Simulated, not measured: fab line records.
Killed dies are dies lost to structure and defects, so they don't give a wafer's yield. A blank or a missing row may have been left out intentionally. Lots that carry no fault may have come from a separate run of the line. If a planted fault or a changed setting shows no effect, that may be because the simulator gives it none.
fab line records	flow n5_finfet
record lots=5	wafers=15	last_day=18
route steps=1938 shown MOL_CONTACT_COAG@542 PASSIVATION@1936
lots that met no fault: taken from a fault-free run of the same line
start_h: hours from the record's opening day to when the first of the lot's shown wafers began	wait_h: hours since the lot's step before	" repeats the value in the row above	L1.1+2: several wafers, shown together as one row	- value missing, or start not given	* or withheld: withheld	< > ~ a bound
route shown NAME@n: names a module that has steps shown in the file, with the first one's number in the route	usual: mean/standard deviation taken from wafers without a fault	same: alike in all rows	chamber/n: place in a boat	sites: readings site by site	_std_site: their standard deviation	_edge_site: outer sites' mean less inner sites'	radius_mm: how far each site lies from the wafer's centre	mask NAME#n: copy n	behind: the most recent tool/chamber to have shaped the wafer	hold: why the lot was held/for how many hours/how that ended	device: the n, p or np transistor that did not switch	end of line: the route-end tests of the same wafers	a step given without rows: its recipe and nothing more	killed: dies that structure and defects cost at the first sort, which is not the same as the wafer's yield	map: a wafer's dies, x killed, . not, _ none there
set.NAME: the setting the step ran with; set.NAME@STEP: the setting that earlier step ran with	model.NAME: the simulator's own value behind a step, which no gauge read
certain route steps with their lots: each step a table, each wafer a row
services: from which hour (start_h, from the record's first day; less than 0 if before it) a tool's chamber was out of use, for how many hours, and why
## steps
# step N5_MOL_CONTACT_COAG_PRECLEAN_111
# recipe chemistry=NF3:NH3	afs_cycles=1	temp_c=30	time_s=20	sublimation_temp_c=180	sublimation_time_s=60	pressure_torr=3	rf_power_w=30
# step N5_MOL_CONTACT_COAG_TI_SIL_19
# recipe material=Ti	target_thk_a=42	temp_c=200	chamber_pressure_pa=5	power_w=5000	time_s=15
# usual throttle_valve_pct=29.4/1.1
lot.wafer	tool	chamber	start_h	wait_h	throttle_valve_pct
L831.1	pvd_sputter-01	-	89.69	0.2	29.0
L831.5	"	-	"	"	29.0
L831.6	"	-	"	"	27.6
L839.1	pvd_sputter-02	-	142.69	0.3	30.1
L839.2	"	-	"	"	30.3
L839.3	"	-	"	"	31.2
L840.3	pvd_sputter-03	-	144.57	0.3	28.7
L840.4	"	-	"	"	28.6
L840.5	"	-	"	"	28.9
L842.2	pvd_sputter-03	-	160.43	0.6	31.1
L842.4	"	-	"	"	28.6
L842.6	"	-	"	"	30.9
L853.1	pvd_sputter-02	-	223.33	0.2	30.4
L853.2	"	-	"	"	30.2
L853.4	"	-	"	"	29.3
# step N5_MOL_CONTACT_COAG_ALD_20
# recipe material=TiN	target_thk_a=15	temp_c=400	ald_precursor_family=TiCl4	ald_co_reactant=NH3	pulse_time_s=1	purge_time_s=3	co_reactant_purge_time_s=2	co_reactant_pulse_time_s=2	ald_cycles=68	pressure_torr=3
# step N5_MOL_CONTACT_COAG_SIL_ANNEAL_21
# recipe temp_c=550	time_s=60	ambient=N2
# step N5_MOL_CONTACT_COAG_PRE_CLEAN_141
# recipe gas=H2/He	time_s=60	temp_c=300
# step N5_MOL_CONTACT_COAG_SPUTTER_143
# recipe material=Co	target_thk_a=25	temp_c=25	chamber_pressure_pa=0.2
# step N5_MOL_CONTACT_COAG_CO_FILL_22
# recipe material=Co	target_thk_a=200	temp_c=200	precursor=CCTBA/H2	pressure_torr=30
# step N5_MOL_CONTACT_COAG_ANNEAL_113
# recipe temp_c=400	time_s=300	ambient=H2/N2
# step N5_MOL_CONTACT_COAG_PRE_CLEAN_142
# recipe gas=H2/He	time_s=60	temp_c=300
# step N5_MOL_CONTACT_COAG_SPUTTER_130
# recipe material=Co	target_thk_a=475	temp_c=25	chamber_pressure_pa=0.5	power_w=3000
# step N5_MOL_CONTACT_COAG_PRECLEAN_125
# recipe chemistry=DIW	time_s=57.5	temp_c=23
# step N5_MOL_CONTACT_COAG_SRD_126
# recipe dry_time_s=32	dry=n2_spin	spin_rpm=1500
# step N5_MOL_CONTACT_COAG_CMP_23
# recipe stop_on=SiO2	t_overpolish_s=1.5	post_cmp_clean=cu_alkaline	down_force_psi=2	platen_rpm=50.289	pad_velocity_m_s=1.0006	target_thk_nm=0
# usual motor_current_A=7.9/0.96	overpolish_run_s=1.500/0.0094	slurry_flow_ml_min=150.0/0.48	time_to_endpoint_s=8.4/2.6
lot.wafer	tool	chamber	start_h	wait_h	motor_current_A	overpolish_run_s	slurry_flow_ml_min	time_to_endpoint_s
L831.1	cmp-02	0	96.10	0.0	7.9	1.496	150.5	11.3
L831.6	"	0	"	"	7.4	1.498	149.8	10.9
L831.5	"	1	"	"	7.7	1.507	149.4	11.2
L839.1	cmp-03	1	146.68	0.1	7.6	1.491	149.8	7.3
L839.3	"	2	"	"	10.0	1.500	150.8	5.1
L839.2	"	3	"	"	6.3	1.504	150.6	7.4
L840.4	cmp-03	0	149.70	0.2	8.8	1.495	149.9	9.3
L840.3	"	3	"	"	6.2	1.495	150.6	5.4
L840.5	"	0	"	"	9.1	1.482	149.9	4.7
L842.4	cmp-01	3	165.10	0.1	8.4	1.502	150.7	11.9
L842.2	"	1	"	"	8.0	1.495	150.1	9.6
L842.6	"	2	"	"	8.3	1.492	149.3	9.7
L853.1	cmp-01	2	228.94	0.0	9.0	1.506	149.3	6.3
L853.2	"	3	"	"	8.7	1.496	149.7	8.5
L853.4	"	0	"	"	7.1	1.503	150.0	9.6
# step N5_MOL_CONTACT_COAG_WET_ETCH_26
# recipe target=Co	target_depth_nm=13
# step N5_MOL_CONTACT_COAG_WET_ETCH_116
# recipe chemistry=SC1-inhibited	target_depth_nm=4.6	dry=ipa_marangoni	rinse_time_s=30	rinse_temp_c=23
# step N5_MOL_CONTACT_COAG_ALD_27
# recipe material=SiOC	target_thk_a=170	temp_c=400	ald_precursor_family=carbosiloxane	ald_co_reactant=H2-plasma	pulse_time_s=1.5	time_s=2720	purge_time_s=2	co_reactant_purge_time_s=2	ald_cycles=340	pressure_torr=2
# usual heater_power_w=832/77	precursor_pulse_height_rel=0.997/0.019
lot.wafer	tool	chamber	start_h	wait_h	heater_power_w	precursor_pulse_height_rel
L831.1	ald_sin-03	1	96.92	0.0	808	1.001
L831.5	"	0	"	"	849	1.004
L831.6	"	1	"	"	816	0.988
L839.1	ald_sin-04	3	147.90	0.0	712	1.004
L839.2	"	2	"	"	857	1.016
L839.3	"	1	"	"	820	0.980
L840.3	ald_sin-04	2	150.72	0.2	864	1.033
L840.4	"	3	"	"	701	0.974
L840.5	"	0	"	"	890	0.963
L842.2	ald_sin-01	1	165.89	0.0	763	0.998
L842.4	"	0	"	"	716	1.018
L842.6	"	0	"	"	681	1.009
L853.1	ald_sin-04	0	229.78	0.1	869	0.985
L853.2	"	2	"	"	889	0.997
L853.4	"	1	"	"	849	0.970
# step N5_MOL_CONTACT_COAG_CMP_28
# recipe stop_on=SiNx	t_overpolish_s=0.85	post_cmp_clean=alkaline_brush	down_force_psi=4.15	platen_rpm=51.8	pad_velocity_m_s=1.0307	target_thk_nm=14.522
# step N5_MOL_CONTACT_COAG_THK_MEAS_29
# recipe reads=SiNx_of_GATE_CUT_PECVD_57+SiNx_of_GATE_CUT_SAC_CAP_01
# usual MD_CAP_THK=17.90/0.089
lot.wafer	tool	chamber	start_h	wait_h	MD_CAP_THK[nm]
L831.1	film_metro-01	-	98.86	-	17.79
L831.5	"	-	"	"	17.96
L831.6	"	-	"	"	17.77
L839.1	film_metro-02	-	149.77	-	17.84
L839.2	"	-	"	"	17.88
L839.3	"	-	"	"	17.89
L840.3	film_metro-02	-	152.59	-	17.95
L840.4	"	-	"	"	17.88
L840.5	"	-	"	"	17.86
L842.2	film_metro-01	-	167.79	-	17.80
L842.4	"	-	"	"	17.94
L842.6	"	-	"	"	17.76
L853.1	film_metro-02	-	231.65	-	17.97
L853.2	"	-	"	"	17.86
L853.4	"	-	"	"	17.94
# step N5_MOL_CONTACT_COAG_ALD_123
# recipe material=SiNx	target_thk_a=50	temp_c=400	ald_precursor_family=SiH2I2	ald_co_reactant=N2/H2-plasma	pulse_time_s=1	purge_time_s=2	co_reactant_purge_time_s=2	ald_cycles=100	pressure_torr=2
# step N5_MOL_CONTACT_COAG_PECVD_31
# recipe material=SiO2	target_thk_a=460	temp_c=400	precursor=TEOS/O2	pressure_torr=6.5	rf_w=withheld	teos_flow_sccm=withheld	gas=O2	flow_sccm=2650	time_s=8.9
# step N5_MOL_CONTACT_COAG_COAT_75
# recipe resist=SOC	temp_c=250	time_s=60	spin_rpm=1500	resist_thk_nm=60
# step N5_MOL_CONTACT_COAG_COAT_76
# recipe resist=SiARC	temp_c=220	time_s=60	spin_rpm=1500	resist_thk_nm=10
# step N5_MOL_CONTACT_COAG_COAT_77
# recipe resist=underlayer	temp_c=205	time_s=60	spin_rpm=1500	resist_thk_nm=10
# step N5_MOL_CONTACT_COAG_COAT_78
# recipe resist=CAR-EUV	spin_rpm=1500	resist_thk_nm=40
# step N5_MOL_CONTACT_COAG_EBR_80
# recipe solvent=PGMEA	ebr_width_mm=1.5
# step N5_MOL_CONTACT_COAG_SOFTBAKE_79
# recipe temp_c=110	time_s=60	resist=CAR-EUV
# step N5_MOL_CONTACT_COAG_EXPOSE_81
# recipe mask_id=VG	na=0.33	source_shape=annular	sigma_inner=0.3	sigma_outer=0.7	polarization=unpolarized	defocus_nm=0	dose_mj=59.5
# step N5_MOL_CONTACT_COAG_PEB_82
# recipe peb_temp_c=100	peb_time_s=60	resist=CAR-EUV
# step N5_MOL_CONTACT_COAG_DEVELOP_83
# recipe develop_time_s=30	developer=TMAH	resist=CAR-EUV	rinse_liquid=surfactant_rinse	dry=air_spin	dev_temp_c=23
# step N5_MOL_CONTACT_COAG_CD_MEAS_84
# recipe target_cd_nm=25.1	landing_energy_ev=500	detector=se_inlens	polarity=opening
# usual cd_nm=25.01/0.23
lot.wafer	tool	chamber	start_h	wait_h	cd_nm
L831.1	cd_sem-02	0	100.31	-	25.13
L831.5	"	0	"	"	24.67
L831.6	"	0	"	"	25.19
L839.1	cd_sem-01	0	150.98	-	24.80
L839.2	"	0	"	"	25.32
L839.3	"	0	"	"	24.95
L840.3	cd_sem-01	0	153.61	-	25.05
L840.4	"	0	"	"	24.84
L840.5	"	0	"	"	24.88
L842.2	cd_sem-01	0	168.69	-	24.67
L842.4	"	0	"	"	24.90
L842.6	"	0	"	"	24.64
L853.1	cd_sem-01	0	232.56	-	24.71
L853.2	"	0	"	"	24.95
L853.4	"	0	"	"	24.87
# step N5_MOL_CONTACT_COAG_OVL_MEAS_85
# recipe points_per_wafer=522
# usual VG_OVL=-0.4/0.7
lot.wafer	tool	chamber	start_h	wait_h	VG_OVL[nm]
L831.1	overlay-02	0	100.34	0.0	-0.9
L831.5	"	0	"	"	-0.7
L831.6	"	0	"	"	-0.9
L839.1	overlay-02	0	151.01	0.0	0.2
L839.2	"	0	"	"	0.0
L839.3	"	0	"	"	0.4
L840.3	overlay-01	0	153.65	0.0	-1.4
L840.4	"	0	"	"	-0.5
L840.5	"	0	"	"	-0.7
L842.2	overlay-02	0	168.73	0.0	-1.0
L842.4	"	0	"	"	-0.9
L842.6	"	0	"	"	-0.7
L853.1	overlay-02	0	232.59	0.0	0.2
L853.2	"	0	"	"	0.2
L853.4	"	0	"	"	-0.5
# step N5_MOL_CONTACT_COAG_DESCUM_88
# recipe chemistry=O2	time_s=7	source_power_w=50	bias_power_w=20	pressure_mtorr=20	rf_frequency_hz=2.712e+07	temp_c=40	resist=CAR-EUV	o2_flow_sccm=225
# step N5_MOL_CONTACT_COAG_ETCH_89
# recipe chemistry=N2/H2	target=underlayer	target_depth_a=130	mask_material=CAR-EUV	time_s=10.4	ion_energy_ev=200	pressure_mtorr=30	source_w=840	bias_w=150	n2_flow_sccm=200	h2_flow_sccm=200	ends=cleared
# usual drypump_motor_current_A=5.6/0.41	etch_rf_on_time_s=10.47/0.19	oes_product_au=0.69/0.075	rf_vpp_V=524.4/2.6	showerhead_plenum_p_Torr=2.57/0.088	throttle_valve_pct=17.76/0.21
lot.wafer	tool	chamber	start_h	wait_h	drypump_motor_current_A	etch_rf_on_time_s	oes_product_au	rf_hours_counter_h	rf_vpp_V	showerhead_plenum_p_Torr	throttle_valve_pct
L831.1	rie_diel-02	1	100.46	0.0	5.4	10.82	0.59	235	524.4	2.63	18.27
L831.5	"	2	"	"	6.6	10.38	0.67	-	522.2	2.44	17.68
L831.6	"	1	"	"	5.4	10.84	0.58	-	526.6	2.63	18.26
L839.1	rie_diel-02	2	151.34	0.0	6.6	10.31	0.66	143	519.9	2.43	17.71
L839.2	"	0	"	"	5.4	10.49	0.68	104	525.5	2.57	17.58
L839.3	"	3	"	"	5.5	10.56	0.76	30	522.2	2.49	17.85
L840.3	rie_diel-05	0	153.85	0.0	5.6	10.66	0.74	38	529.4	2.71	17.81
L840.4	"	0	"	"	5.6	10.63	0.74	-	528.9	2.71	17.81
L840.5	"	3	"	"	5.7	10.58	0.61	-	524.4	2.50	17.57
L842.2	rie_diel-05	3	168.85	0.0	5.7	10.59	0.61	203	522.9	2.50	17.58
L842.4	"	3	"	"	5.7	10.63	0.60	-	524.0	2.50	17.59
L842.6	"	0	"	"	5.6	10.62	0.74	-	526.6	2.71	17.79
L853.1	rie_diel-04	1	232.72	0.0	5.4	10.52	0.76	22	523.0	2.51	17.57
L853.2	"	2	"	"	5.7	10.14	0.63	194	526.2	2.63	18.14
L853.4	"	3	"	"	5.0	10.20	0.75	54	529.1	2.69	17.68
# step N5_MOL_CONTACT_COAG_ETCH_90
# recipe chemistry=CF4	target=SiARC	target_depth_a=130	mask_material=CAR-EUV	time_s=21.7	ion_energy_ev=80	pressure_mtorr=40	source_w=545	bias_w=36	Ar_flow_sccm=100	cf4_flow_sccm=100	ends=cleared
# step N5_MOL_CONTACT_COAG_ALD_131
# recipe material=SiO2	target_thk_a=50	temp_c=100	ald_precursor_family=BDEAS	ald_co_reactant=O2-plasma	pulse_time_s=1	co_reactant_pulse_time_s=1	purge_time_s=2	co_reactant_purge_time_s=2	ald_cycles=35	pressure_torr=2
# step N5_MOL_CONTACT_COAG_ETCHBACK_132
# recipe chemistry=CHF3	target=SiO2	target_depth_a=100	time_s=6.7	ion_energy_ev=200	pressure_mtorr=30	source_w=610	bias_w=170	Ar_flow_sccm=200	CHF3_flow_sccm=50
# usual CHF3_flow_sccm=49.98/0.14	drypump_motor_current_A=5.6/0.39	oes_product_au=0.80/0.089	rf_vpp_V=523/9.1	showerhead_plenum_p_Torr=2.40/0.075	throttle_valve_pct=18.59/0.19
lot.wafer	tool	chamber	start_h	wait_h	CHF3_flow_sccm	drypump_motor_current_A	oes_product_au	rf_hours_counter_h	rf_vpp_V	showerhead_plenum_p_Torr	throttle_valve_pct
L831.1	rie_diel-02	1	100.99	0.1	50.17	5.4	0.68	235	537	2.45	19.08
L831.5	"	3	"	"	50.14	5.5	0.92	-	508	2.35	18.75
L831.6	"	2	"	"	50.09	6.6	0.78	-	527	2.29	18.53
L839.1	rie_diel-04	0	151.62	0.1	50.04	5.9	0.76	162	524	2.37	18.59
L839.2	"	3	"	"	50.28	5.0	0.93	26	526	2.54	18.47
L839.3	"	2	"	"	49.83	5.7	0.75	166	509	2.48	18.92
L840.3	rie_diel-02	2	154.20	0.2	49.82	6.6	0.76	145	525	2.28	18.55
L840.4	"	3	"	"	49.91	5.5	0.89	-	507	2.35	18.78
L840.5	"	2	"	"	49.90	6.6	0.77	-	527	2.28	18.57
L842.2	rie_diel-05	3	169.13	0.1	49.83	5.7	0.71	203	538	2.36	18.57
L842.4	"	0	"	"	50.02	5.6	0.86	-	527	2.49	18.42
L842.6	"	2	"	"	49.99	5.8	0.70	-	517	2.46	18.42
L853.1	rie_diel-02	3	233.05	0.1	49.90	5.5	0.86	60	506	2.34	18.82
L853.2	"	2	"	"	49.96	6.5	0.74	172	526	2.27	18.61
L853.4	"	0	"	"	50.13	5.4	0.78	132	523	2.38	18.49
# step N5_MOL_CONTACT_COAG_ETCH_91
# recipe chemistry=N2/H2	target=SOC	target_depth_a=600	overetch_a=210	mask_material=SiARC	temp_c=40	time_s=101.2	ion_energy_ev=200	pressure_mtorr=30	source_w=840	bias_w=150	n2_flow_sccm=200	h2_flow_sccm=200
# usual drypump_motor_current_A=5.6/0.39	oes_product_au=0.67/0.072	rf_vpp_V=524.4/2.7	showerhead_plenum_p_Torr=2.57/0.088	throttle_valve_pct=17.71/0.22
lot.wafer	tool	chamber	start_h	wait_h	drypump_motor_current_A	oes_product_au	rf_hours_counter_h	rf_vpp_V	showerhead_plenum_p_Torr	throttle_valve_pct
L831.1	rie_diel-02	1	101.02	0.0	5.4	0.57	235	528.2	2.63	18.22
L831.5	"	3	"	"	5.5	0.77	-	523.3	2.50	17.78
L831.6	"	2	"	"	6.6	0.65	-	520.4	2.44	17.64
L839.1	rie_diel-04	0	151.65	0.0	5.9	0.64	162	524.6	2.55	17.69
L839.2	"	3	"	"	5.0	0.77	26	526.9	2.71	17.60
L839.3	"	2	"	"	5.7	0.63	166	526.7	2.64	18.07
L840.3	rie_diel-02	2	154.24	0.0	6.6	0.65	145	518.7	2.43	17.68
L840.4	"	3	"	"	5.5	0.76	-	523.3	2.49	17.82
L840.5	"	2	"	"	6.6	0.64	-	520.1	2.43	17.67
L842.2	rie_diel-05	3	169.16	0.0	5.7	0.60	203	523.2	2.50	17.53
L842.4	"	0	"	"	5.6	0.72	-	529.3	2.71	17.78
L842.6	"	2	"	"	5.8	0.60	-	525.9	2.62	17.38
L853.1	rie_diel-02	3	233.08	0.0	5.5	0.72	60	522.1	2.48	17.87
L853.2	"	2	"	"	6.6	0.62	172	520.9	2.42	17.74
L853.4	"	0	"	"	5.4	0.65	133	523.5	2.55	17.61
# step N5_MOL_CONTACT_COAG_STRIP_92
# recipe chemistry=N2/H2	temp_c=40	n2_flow_sccm=200	h2_flow_sccm=200	rf_frequency_hz=6e+07
# step N5_MOL_CONTACT_COAG_STRIP_93
# recipe chemistry=N2/H2	temp_c=40	n2_flow_sccm=200	h2_flow_sccm=200	rf_frequency_hz=6e+07
# step N5_PASSIVATION_PROBE_49
# usual defect_limited_yield=91.0/1.5	killed_at_M0_to_M3=34/9.1	killed_at_M4_up=14/5.7	killed_at_contacts=13/5.7	killed_at_front_end=42/12	killed_at_other=4/3.4	killed_dies=106/17	killed_on_rim=14/4.3	killed_open=70/13	killed_short=34/7.5	sort_bin_5_function=5.2/0.94	sort_bin_6_memory=3.4/0.69	sort_n_pass=1074/17	sort_yield_pct=91.0/1.5
# same gross_dies=1180	killed_at_back_side=0	sort_bin_4_leakage[%]=0	sort_bin_8_speed[%]=0
lot.wafer	tool	chamber	start_h	wait_h	defect_limited_yield[%]	killed_at_M0_to_M3	killed_at_M4_up	killed_at_contacts	killed_at_front_end	killed_at_other	killed_dies	killed_on_rim	killed_open	killed_short	sort_bin_5_function[%]	sort_bin_6_memory[%]	sort_n_pass	sort_yield_pct[%]
L853.4	prober-01	-	422.68	0.2	49.7	29	8	530	24	3	594	73	46	27	31.1	16.6	586	49.7
# killed by level:class
L853.4 MOL_CONTACT_COAG:unspecified=520 MOL_CONTACT_COAG:geometric_particle:open=8 GATE_CUT:geometric_particle:short=7 BEOL_M2:geometric_particle:open=7 BEOL_M0_SAQP:geometric_particle:short=5 BEOL_M0_SAQP:geometric_particle:open=5 BEOL_M1:geometric_particle:open=5 FIN_SAQP:geometric_particle:open=3
# map L853.4 (x killed, . not)
_________________x.x.....x.x.________________
______________....xx..x.xx.xx.x._____________
___________.x.xx.x.x.x.x.x.x.x..x..__________
__________xx.xxx.xxxxx....xx........_________
________..x.....xxxxx.xx...xxx.x.xxxx._______
_______xx......xxx..xx.xx.x.xx....x.xxx______
______..x.xxx.x...xxxx..xxx..x..xxx.xxxx_____
_____x...x..xxxxxxx...x..xx......x..x.x..____
____x.xx.x..x.xxx.xxx.x..xxxxxx....xx..xxx___
___x..xxxx.x.xxxxx.x...xxxxxx.xxx..xx.x.xx.__
___x..xx.x.x.xxx.xxxxx.....x.xx..x...x.x...__
__.x.x...x.x.xx.x.xxx..x..xx....x..xxx..xxx._
__xxxxx..xxx.xxx.x.x..x.x.xxx..x.......x..x._
_xxxx.....x...xx..x.x.xxx.xxx.xx....x.xx...xx
_xxx.x.xxxxx..x...xxx.xx...xxxxxxx.xx.xx.xx.x
_x..xx..x..xx.xx....xx.xx.xxx.x.xx.xx.xxxxxx.
_xx.x.xxxxx.x.xxxxx..x.xx..xxx..x.x....x.....
_..xx.xxxxx.x.x..x....xxxx.x...x.....xxxx.xx.
_.x.x.xx.x.xx...x.xxx..xx.x.xxx..xxxxx.x..x.x
_.x.xxxx.xxx.x.x...x....x.x.xx.....x....xx...
_xxxx...x.xxxxxx.xxxxxxxxx.xx..xxx..xxx.xxxx.
__xxx.xx.xxx.....x....x..xxxx.x........x..xx_
__.x.xxx...xxx.x.x.xxxxx..x.x..x.x.xx......._
___...x....x..xx..xx...xx..xx.x....x.x...x.__
___x..xx.x.x.x.xxxxx..xxx.x.xx..xx....x..xx__
____x..x..xx..x...xxxx..xxx...x.xx...xx..x___
_____.xxx.xxxxxxx.xxx...xx.x.xxx.x.xx....____
______x..x...x..x..xxxx..x..xx........x._____
_______....x.x...x...x......x.x..x.xxx.______
________x...x..x.xx.x..xxx.........x.._______
__________x..x.x.xxx.x.xxx.x.x..xxx._________
___________xx.xx..xx...xx.x.....x..__________
______________x..x.....xxxx..xxx_____________
_________________.x..x.x.x.xx________________
# map L842.6 (x killed, . not)
_________________......x..x..________________
______________......xx.........._____________
___________.xx.x...................__________
__________..x.............x......xx._________
________x....x........................_______
_______.....x...................x.....x______
______...x....x........................._____
_____.x........x......x...........x..x...____
____x...x.......x.........................___
___...............x..........x.............__
___..........x...........x...x..........x..__
__.................xx........x......x......._
__............x.................x..x........_
_........x...................xx.......x......
_......x..............x.....................x
_.x....x.........................x..........x
_...........x..x..................x.....x....
_............................................
_........x.x.............x.....x...........x.
_..................x...............x.....x..x
_.............x.x......x............x......x.
__.x.x.........x......x....x................_
__........................x................._
___....................x........x..........__
___x....x.......x..................x.......__
____........x....x........................___
_____.....................x..xx..x..x....____
______.......x.......................x.._____
_______........................x...x...______
________...x..........x..............._______
__________x........x....xx......x..._________
___________.................x......__________
______________..x..............._____________
_________________..x.........________________
## services
tool	chamber	start_h	hours	kind
cmp-03	-	65.88	4.0	pm
pvd_sputter-02	-	82.40	1.1	repair
ald_sin-04	-	85.25	14.0	pm
rie_diel-04	-	86.97	0.2	repair
rie_diel-05	1	89.57	3.7	repair
cmp-01	-	99.22	3.3	repair
rie_diel-04	3	103.87	1.6	repair
cmp-02	-	104.95	47.1	repair
ald_sin-01	1	118.26	2.5	repair
cmp-03	-	119.06	4.5	repair
rie_diel-02	2	123.38	3.3	repair
rie_diel-02	3	124.20	18.9	repair
rie_diel-05	2	127.78	5.4	repair
cmp-03	-	129.43	6.3	repair
rie_diel-04	0	133.20	5.6	repair
rie_diel-02	1	143.12	-	clean
rie_diel-02	1	143.12	-	consumable_replace:focus_ring
cmp-01	-	173.70	4.0	pm
ald_sin-03	-	174.14	0.8	repair
ald_sin-01	-	180.58	6.0	pm
cmp-02	-	185.54	19.4	pm
cmp-01	-	190.44	1.3	repair
cmp-03	-	204.80	1.4	repair
rie_diel-05	3	207.52	3.0	repair
## key
first_sign step=N5_PASSIVATION_PROBE_49	reading=killed_at_contacts	direction=up	sigmas=91	usual=13	struck=530
effect step=N5_PASSIVATION_PROBE_49	reading=killed_dies	direction=up	sigmas=28	usual=106	struck=594
more_kills_born_at N5_MOL_CONTACT_COAG_CMP_23@cmp-01=520
met_at N5_MOL_CONTACT_COAG_CMP_23
struck_wafers L853.4
fault kind=chamber_particle_source	tool=cmp-01	chamber=0	onset_h=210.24	steps=N5_MOL_CONTACT_COAG_CMP_23	rate_per_visit_cm2=1.1348	end_h=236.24
